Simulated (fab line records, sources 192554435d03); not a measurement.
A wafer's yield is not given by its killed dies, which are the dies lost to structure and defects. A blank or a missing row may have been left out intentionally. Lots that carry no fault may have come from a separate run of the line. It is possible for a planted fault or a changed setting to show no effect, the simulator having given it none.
Split-lot study ; flow n5 finfet ; route with 1938 steps; 7 lots, 21 wafers read

== ABOUT THE SPLIT ==
At N5_FIN_SAQP_EXPOSE_13 (exposes mask FIN CORE, target cd 35.6 nm), the setting dose mj was moved away from the recipe's 63.25 on 7 of the 21 wafers read, by -6.6% to +4.0%. All remaining wafers had this setting at the recipe value.

== FROM THE SPLIT ON TO THE READING: in between, the file shows 1 step ==
- N5_FIN_SAQP_DEVELOP_15: develop time 30 s (also split here: develop time s)

== THE READING ==
cd nm at N5_FIN_SAQP_CD_MEAS_16, given in nm (cd target 35.6 nm). A value of 35.8 nm with a standard deviation of 0.38 nm is what fault-free wafers of this fab line usually give.

wafer;tool, chamber at the split;dose mj as run;against the recipe;cd nm, nm;against lot-mates on the recipe
L079.2;arfi scanner-02, 0;63.25;recipe;36.4;-
L079.3;arfi scanner-02, 0;63.25;recipe;36.2;-
L079.4;arfi scanner-02, 0;65.8;+4.0%;35.4;-0.9
L080.1;arfi scanner-02, 0;59.93;-5.2%;36.2;+1.1
L080.2;arfi scanner-02, 0;63.25;recipe;35.0;-
L080.4;arfi scanner-02, 0;63.25;recipe;35.2;-
L085.2;arfi scanner-01, 0;60;-5.1%;37.8;no lot-mate on the recipe
L085.4;arfi scanner-01, 0;60;-5.1%;37.6;no lot-mate on the recipe
L085.6;arfi scanner-01, 0;60;-5.1%;37.1;no lot-mate on the recipe
L093.2;arfi scanner-01, 0;63.25;recipe;35.5;-
L093.3;arfi scanner-01, 0;63.25;recipe;35.5;-
L093.4;arfi scanner-01, 0;59.08;-6.6%;37.3;+1.8
L094.2;arfi scanner-03, 0;63.25;recipe;36.0;-
L094.5;arfi scanner-03, 0;63.25;recipe;35.5;-
L094.6;arfi scanner-03, 0;63.25;recipe;35.6;-
L095.2;arfi scanner-01, 0;63.25;recipe;35.3;-
L095.4;arfi scanner-01, 0;63.25;recipe;35.5;-
L095.5;arfi scanner-01, 0;63.25;recipe;35.5;-
L097.1;arfi scanner-02, 0;59.47;-6.0%;37.2;+1.2
L097.3;arfi scanner-02, 0;63.25;recipe;35.6;-
L097.6;arfi scanner-02, 0;63.25;recipe;36.3;-

FIT RESULTS
A straight line over all 21 wafers: cd nm changes by -0.247 nm for each +1% of dose mj; r = -0.83; the points scatter about the line by 0.49 nm.
The same after taking each lot's own level away (the mean of its wafers on the recipe; 18 wafers): -0.233 nm for each +1%; r = -0.96; scatter 0.19 nm.
Per that fit: largest dose mj move, reading shift of 1.5 nm.
The span of the lots' own levels, 35.10 to 36.30 nm, comes to 3.2 times the standard deviation stated above.
Hence the lot-to-lot level has little effect on the slope; both slopes agree.
Check: for one of the wafers moved furthest among these (-6.6%), held out of the fit, the line's prediction against its lot-mates is +1.4 nm. It came out at +1.8 nm against them.

== OTHER SPLITS APPLIED TO THESE WAFERS ==
Other splits were also applied to these wafers ahead of the reading. Each is held against what the fit with the lots' levels taken away leaves over:
other split on the same wafers;wafers away from the commonest value;r with cd nm (lot level and that fit taken away)
N5_ZERO_LAYER_PECVD_02 time s;6;-0.04
N5_ZERO_LAYER_COAT_05 spin rpm;6;+0.15
N5_ZERO_LAYER_EXPOSE_08 dose mj;5;+0.38
N5_WELL_APT_COAT_02 spin rpm;6;-0.12
N5_FIN_SAQP_DEVELOP_15 develop time s;6;-0.19

== THE FILE'S OWN FIT ==
cd nm changes by -0.237 nm for each +1% of dose mj, r = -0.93.
